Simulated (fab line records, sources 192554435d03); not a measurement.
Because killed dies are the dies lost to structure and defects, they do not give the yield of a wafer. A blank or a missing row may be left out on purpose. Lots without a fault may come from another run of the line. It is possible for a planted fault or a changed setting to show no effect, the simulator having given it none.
Lot-split experiment / flow n5-finfet / 7 lots, 21 wafers read, on a route of 1938 steps

## THE SPLIT ITSELF
At N5_FIN_CUT_COAT_19 (time 60 s, resist thk 20 nm), the setting spin-rpm was moved away from the recipe's 1500 rpm on 6 of the 21 wafers read, by -10.7% to +11.2%. This setting was run at the recipe's value on the other wafers.

## FROM THE SPLIT TO THE READING: what the file shows between them, 5 steps
- N5_FIN_CUT_EXPOSE_05: exposes mask FIN CUT (also split here: dose-mj)
- N5_FIN_CUT_PEB_06: peb time 60 s
- N5_FIN_CUT_DEVELOP_07: develop time 30 s
- N5_FIN_CUT_DESCUM_13: chemistry O2, time 7 s
- N5_FIN_CUT_ETCH_30: etches underlayer in N2/H2, target depth 13 nm, time 10.4 s

## THE READING
etch.depth-nm (the simulator's own value, which no gauge read), in nm, at N5_FIN_CUT_ETCH_20 (etches SiARC in CF4, target depth 26 nm, time 43.3 s). The file gives no usual value for it. Here, 15 wafers ran the recipe; their average is 19.98 nm with a standard deviation of 0.039 nm.

wafer=L077.1; tool, chamber at the split=litho-track-04, 0; spin-rpm as run, rpm=1589; against the recipe=+5.9%; etch.depth-nm, nm=19.45; against lot-mates on the recipe=-0.53
wafer=L077.2; tool, chamber at the split=litho-track-04, 0; spin-rpm as run, rpm=1500; against the recipe=recipe; etch.depth-nm, nm=19.96; against lot-mates on the recipe=-
wafer=L077.5; tool, chamber at the split=litho-track-04, 0; spin-rpm as run, rpm=1500; against the recipe=recipe; etch.depth-nm, nm=19.99; against lot-mates on the recipe=-
wafer=L078.1; tool, chamber at the split=litho-track-04, 0; spin-rpm as run, rpm=1500; against the recipe=recipe; etch.depth-nm, nm=19.98; against lot-mates on the recipe=-
wafer=L078.2; tool, chamber at the split=litho-track-04, 0; spin-rpm as run, rpm=1500; against the recipe=recipe; etch.depth-nm, nm=20.02; against lot-mates on the recipe=-
wafer=L078.4; tool, chamber at the split=litho-track-04, 0; spin-rpm as run, rpm=1500; against the recipe=recipe; etch.depth-nm, nm=20.04; against lot-mates on the recipe=-
wafer=L079.2; tool, chamber at the split=litho-track-03, 0; spin-rpm as run, rpm=1500; against the recipe=recipe; etch.depth-nm, nm=19.92; against lot-mates on the recipe=-
wafer=L079.5; tool, chamber at the split=litho-track-03, 0; spin-rpm as run, rpm=1500; against the recipe=recipe; etch.depth-nm, nm=19.99; against lot-mates on the recipe=-
wafer=L079.6; tool, chamber at the split=litho-track-03, 0; spin-rpm as run, rpm=1500; against the recipe=recipe; etch.depth-nm, nm=19.89; against lot-mates on the recipe=-
wafer=L080.3; tool, chamber at the split=litho-track-05, 0; spin-rpm as run, rpm=1500; against the recipe=recipe; etch.depth-nm, nm=19.97; against lot-mates on the recipe=-
wafer=L080.4; tool, chamber at the split=litho-track-05, 0; spin-rpm as run, rpm=1623; against the recipe=+8.2%; etch.depth-nm, nm=19.17; against lot-mates on the recipe=-0.79
wafer=L080.6; tool, chamber at the split=litho-track-05, 0; spin-rpm as run, rpm=1500; against the recipe=recipe; etch.depth-nm, nm=19.95; against lot-mates on the recipe=-
wafer=L085.2; tool, chamber at the split=litho-track-04, 0; spin-rpm as run, rpm=1640; against the recipe=+9.3%; etch.depth-nm, nm=19.1; against lot-mates on the recipe=-0.86
wafer=L085.5; tool, chamber at the split=litho-track-04, 0; spin-rpm as run, rpm=1500; against the recipe=recipe; etch.depth-nm, nm=19.97; against lot-mates on the recipe=-
wafer=L085.6; tool, chamber at the split=litho-track-04, 0; spin-rpm as run, rpm=1500; against the recipe=recipe; etch.depth-nm, nm=19.95; against lot-mates on the recipe=-
wafer=L092.3; tool, chamber at the split=litho-track-05, 0; spin-rpm as run, rpm=1500; against the recipe=recipe; etch.depth-nm, nm=20.03; against lot-mates on the recipe=-
wafer=L092.4; tool, chamber at the split=litho-track-05, 0; spin-rpm as run, rpm=1668; against the recipe=+11.2%; etch.depth-nm, nm=18.97; against lot-mates on the recipe=-1.05
wafer=L092.6; tool, chamber at the split=litho-track-05, 0; spin-rpm as run, rpm=1500; against the recipe=recipe; etch.depth-nm, nm=20.01; against lot-mates on the recipe=-
wafer=L094.2; tool, chamber at the split=litho-track-04, 0; spin-rpm as run, rpm=1500; against the recipe=recipe; etch.depth-nm, nm=19.99; against lot-mates on the recipe=-
wafer=L094.3; tool, chamber at the split=litho-track-04, 0; spin-rpm as run, rpm=1339; against the recipe=-10.7%; etch.depth-nm, nm=21.15; against lot-mates on the recipe=+1.16
wafer=L094.6; tool, chamber at the split=litho-track-04, 0; spin-rpm as run, rpm=1339; against the recipe=-10.7%; etch.depth-nm, nm=21.21; against lot-mates on the recipe=+1.22

FIT RESULTS
A straight line over all 21 wafers: etch.depth-nm changes by -0.102 nm for each +1% of spin-rpm; r = -0.99; the points scatter about the line by 0.059 nm.
The same after taking each lot's own level away (the mean of its wafers on the recipe; 21 wafers): -0.101 nm for each +1%; r = -1.00; scatter 0.047 nm.
That fit puts the effect of the largest move of spin-rpm on the reading at 1.1 nm.
The span of the lots' own levels, 19.933 to 20.020 nm, comes to 2.2 times the standard deviation stated above.
The two slopes are in agreement: the lot-to-lot level therefore moves the slope only a little.
Check: for one of the wafers moved furthest among these (+11.2%), held out of the fit, the line's prediction against its lot-mates is -1.13 nm. It came out at -1.05 nm against them.

## THE OTHER SPLITS THESE WAFERS WENT THROUGH
Note: prior to the reading, these wafers also went through further splits. Each is held against what the fit with the lots' levels taken away leaves over:
other split on the same wafers=N5_WELL_APT_COAT_02 spin-rpm; wafers away from the commonest value=7; r with etch.depth-nm (lot level and that fit taken away)=-0.08
other split on the same wafers=N5_FIN_SAQP_ETCH_65 time-s; wafers away from the commonest value=7; r with etch.depth-nm (lot level and that fit taken away)=+0.26
other split on the same wafers=N5_FIN_CUT_EXPOSE_05 dose-mj; wafers away from the commonest value=6; r with etch.depth-nm (lot level and that fit taken away)=-0.19

## THE WHOLE CHAIN: every reading that the file lists as answering this split, in the file's order
step=N5_FIN_CUT_COAT_19; what it does=time 60 s, resist thk 20 nm; reading=SiARC_of_FIN_CUT_COAT_19.thk-nm (the simulator's own value, which no gauge read); change (the file's fit)=-0.101 nm for each +1% of the setting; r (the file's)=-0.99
step=N5_FIN_CUT_ETCH_20; what it does=etches SiARC in CF4, target depth 26 nm, time 43.3 s; reading=etch.depth-nm (the simulator's own value, which no gauge read); change (the file's fit)=-0.0982 nm for each +1% of the setting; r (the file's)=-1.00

## THE FILE'S OWN FIT
etch.depth-nm changes by -0.0982 nm for each +1% of spin-rpm, r = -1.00.
